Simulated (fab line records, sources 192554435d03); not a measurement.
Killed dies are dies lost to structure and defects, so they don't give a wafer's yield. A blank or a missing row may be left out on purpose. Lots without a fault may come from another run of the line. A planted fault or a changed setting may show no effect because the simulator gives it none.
Chamber matching | flow n5_finfet | N5_BEOL_M2_ETCH_63 on rie_diel-03: 4 sister chambers
The step etches SiARC in CF4, target depth 15.6 nm, time 26 s. 4 wafers are shown with their chamber, then 8 later ones without.

WAFERS WITH THEIR CHAMBER
wafer  | chamber | showerhead_plenum_p_Torr (Torr)
L084.1 | 3       | 1.98
L084.3 | 0       | 2.08
L087.6 | 2       | 2.09
L088.1 | 1       | 2.20

WAFERS WITHOUT THEIR CHAMBER
wafer  | showerhead_plenum_p_Torr (Torr)
L088.3 | 2.09
L088.4 | 2.08
L094.1 | 2.07
L094.2 | 1.98
L094.5 | 2.07
L097.2 | 2.07
L097.3 | 1.97
L097.4 | 2.07

WHICH CHAMBER EACH WENT THROUGH
wafer  | from the rows above     | in truth
L088.3 | can't be placed: 2 or 0 | 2
L088.4 | can't be placed: 0 or 2 | 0
L094.1 | can't be placed: 0 or 2 | 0
L094.2 | 3                       | 3
L094.5 | can't be placed: 0 or 2 | 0
L097.2 | can't be placed: 0 or 2 | 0
L097.3 | 3                       | 3
L097.4 | can't be placed: 0 or 2 | 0
Placed correctly: 2 of 8. Can't be placed from these rows: 6 (the true chamber is among the candidates in 6). Placed wrongly: 0.
How it was worked out, from the rows above alone: a wafer's distance from a chamber is the root of the sum, over the readings, of the square of ((its reading less the chamber's mean) divided by the reading's scatter). The wafer belongs to the nearest chamber; if the next one is less than 2 further off, it can't be placed. A chamber's mean is the mean of its shown wafers. The scatter: with one shown wafer a chamber, the root of the mean of the squares of how far each hidden wafer lies from its nearest shown one.
